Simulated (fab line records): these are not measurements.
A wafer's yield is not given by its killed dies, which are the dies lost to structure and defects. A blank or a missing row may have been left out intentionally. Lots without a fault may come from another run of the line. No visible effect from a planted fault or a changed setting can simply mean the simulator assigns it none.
Problem report, 8D (eight disciplines) form, completed by code    flow nand_harc    the parts of the form that need people (team, actions taken, sign-off) are left out

1. PROBLEM STATEMENT
killed_at_periphery at NHARC_END_SORT_01 reads a mean of 629.0 on 2 wafers of 1 lot; wafers without a fault read 3.3 with a standard deviation of 2.8. That is +99 or more standard deviations from the usual mean.
Seen first at day 24 01:09 on prober-02, wafer L861.1. At this step, 6 wafers from 2 lots have a number in the record. Rule for "out", or "out of limits": more than 4 standard deviations from the usual mean. Any other wafer with a number is counted as sound.

2. WHAT IT IS, WHAT IT ISN'T
question                     is                                                                                                                       is not
which readings at this step  killed_at_periphery, defect_limited_yield, killed_dies, sort_bin_2_pct, sort_n_pass, sort_rim_yield_pct, sort_yield_pct  killed_at_array, killed_at_other, killed_open, killed_short, sort_bin_4_pct
which lots                   L861                                                                                                                     L856
which wafers of those lots   L861.1, L861.6                                                                                                           L861.2
read on which gauges         prober-02                                                                                                                -
when                         from day 24 01:09                                                                                                        up to then (3 sound wafers); but 1 sound wafer of L861 came after

3. WHAT RULES OUT EACH SUSPECT
Counting: if a tool at a process step up to the reading ran every lot that is out, it stays a suspect. Sound lots after the first of them don't rule it out here, since some wafers of a struck lot are sound.
- the gauge at NHARC_END_SORT_01: kept. All the wafers that are out were read on prober-02, and no step on other tools shows them out.
- pvd_sputter-01 at NHARC_P_M0_PVD_21 (deposits Cu, target thk 30 nm, time 20.49 s): kept. It ran the lot that is out, L861 (day 10 03:44).
- plasma_asher-01 at NHARC_THIN_TSV_STRIP_45 (strips in O2): kept. It ran the lot that is out, L861 (day 23 09:07).
After the count, these remain: pvd_sputter-01 at NHARC_P_M0_PVD_21, plasma_asher-01 at NHARC_THIN_TSV_STRIP_45 and prober-02 at NHARC_END_SORT_01.

4. THE CAUSE (what the simulator had put in)
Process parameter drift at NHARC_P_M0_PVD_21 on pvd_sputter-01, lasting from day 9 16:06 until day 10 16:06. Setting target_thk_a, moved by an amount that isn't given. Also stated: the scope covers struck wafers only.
Counting left 3 suspects, and this tool is among them.

5. THE EFFECT CHAIN, in route order
Rows list readings where the struck wafers' mean (over those with a number) sits beyond 3 standard deviations from the usual. Scope: only readings with a usual standard deviation given in the record; hours: median across lots of the time from each lot's start at the first step in this table that gives one to its start at this step; sigmas: change in usual standard deviations.
hours  step               reading               usual   on struck wafers  change  sigmas
0      NHARC_END_SORT_01  defect_limited_yield  95.3 %  0.0               -95.3   -56
0      NHARC_END_SORT_01  killed_at_periphery   3.3     629.0             +625.7  +99 or more
0      NHARC_END_SORT_01  killed_dies           32      677               +645    +59
0      NHARC_END_SORT_01  sort_bin_2_pct        1.4 %   94.7              +93.2   +99 or more
0      NHARC_END_SORT_01  sort_n_pass           645     0                 -645    -59
0      NHARC_END_SORT_01  sort_rim_yield_pct    95.3 %  0.0               -95.3   -38
0      NHARC_END_SORT_01  sort_yield_pct        95.3 %  0.0               -95.3   -56

6. WHAT WOULD HAVE CAUGHT IT SOONER
The first out-of-limits reading at a measuring or inspecting step in this record came at day 24 01:09, 345 hours after the fault's start at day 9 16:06.
Of the tool readings at NHARC_P_M0_PVD_21 for which the record gives a usual standard deviation, none was out on any struck wafer, so an alarm limit of 4 standard deviations on them would not have fired.
Each of the lots that are out, 1 in all, had begun NHARC_P_M0_PVD_21 on pvd_sputter-01 no later than day 24 01:09. None of them would have been spared by holding the tool at that moment.
